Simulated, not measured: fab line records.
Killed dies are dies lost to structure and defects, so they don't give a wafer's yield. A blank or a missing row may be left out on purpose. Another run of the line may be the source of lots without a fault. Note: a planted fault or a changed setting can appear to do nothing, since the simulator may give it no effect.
Matching of chambers    flow n5_finfet    4 sister chambers for N5_SDB_ALD_29 on ald_sin-04
The step deposits SiNx, target thk 30 nm, pulse time 1 s, ald cycles 600. 24 wafers are shown with their chamber, then 12 later ones without.

EACH WAFER AND ITS CHAMBER
wafer   chamber  heater_power_w (W)  precursor_pulse_height_rel
L074.1  1        878                 0.989
L074.5  3        862                 1.018
L074.6  1        888                 0.976
L076.1  1        898                 1.012
L076.5  3        889                 1.020
L076.6  1        913                 1.043
L078.1  2        831                 0.985
L078.2  1        873                 0.973
L078.4  0        941                 1.004
L081.2  3        891                 1.006
L081.5  3        887                 1.015
L081.6  0        951                 1.006
L083.1  0        947                 0.985
L083.4  3        910                 1.002
L083.5  1        913                 1.017
L085.1  1        902                 1.006
L085.4  3        885                 1.013
L085.5  1        910                 0.981
L086.3  1        870                 0.995
L086.4  0        941                 0.968
L086.5  2        841                 0.981
L088.3  0        918                 1.006
L088.4  2        854                 0.984
L088.5  1        910                 1.022

SIGNATURES (averages over the wafers above)
reading                     chamber 0  chamber 1  chamber 2  chamber 3  scatter within a chamber
heater_power_w              939.60     895.50     842.00     887.33     15.3
precursor_pulse_height_rel  0.99380    1.00140    0.98333    1.01233    0.0173
Rule: a wafer lies at a distance from a chamber equal to the root of the sum of squares, over the readings, of (its reading less the chamber's mean, divided by the reading's scatter). The wafer belongs to the nearest chamber; if the next one is less than 2 further off, it can't be placed. The scatter: the root of (the sum of the squares of (reading less its chamber's mean) over the shown wafers, divided by (wafers less chambers)).

WAFERS WITH NO CHAMBER GIVEN
wafer   heater_power_w (W)  precursor_pulse_height_rel
L090.1  956                 0.988
L090.4  847                 0.968
L090.5  881                 1.013
L093.1  910                 1.004
L093.3  846                 1.005
L093.4  890                 1.002
L094.1  872                 1.022
L094.4  934                 0.993
L094.6  935                 0.983
L095.1  921                 0.999
L095.4  928                 1.003
L095.6  929                 1.009

WHICH CHAMBER EACH ONE RAN IN
wafer   from the rows above           in truth
L090.1  0                             0
L090.4  2                             2
L090.5  can't be placed: 3 or 1       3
L093.1  can't be placed: 1 or 3 or 0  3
L093.3  can't be placed: 2 or 3 or 1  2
L093.4  can't be placed: 1 or 3       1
L094.1  can't be placed: 3 or 1 or 2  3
L094.4  0                             0
L094.6  0                             0
L095.1  can't be placed: 0 or 1 or 3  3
L095.4  can't be placed: 0 or 1 or 3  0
L095.6  can't be placed: 0 or 1 or 3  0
4 of 12 placed correctly. These rows do not allow placing 8 (true chamber among the candidates in 8). Placed wrongly: 0.
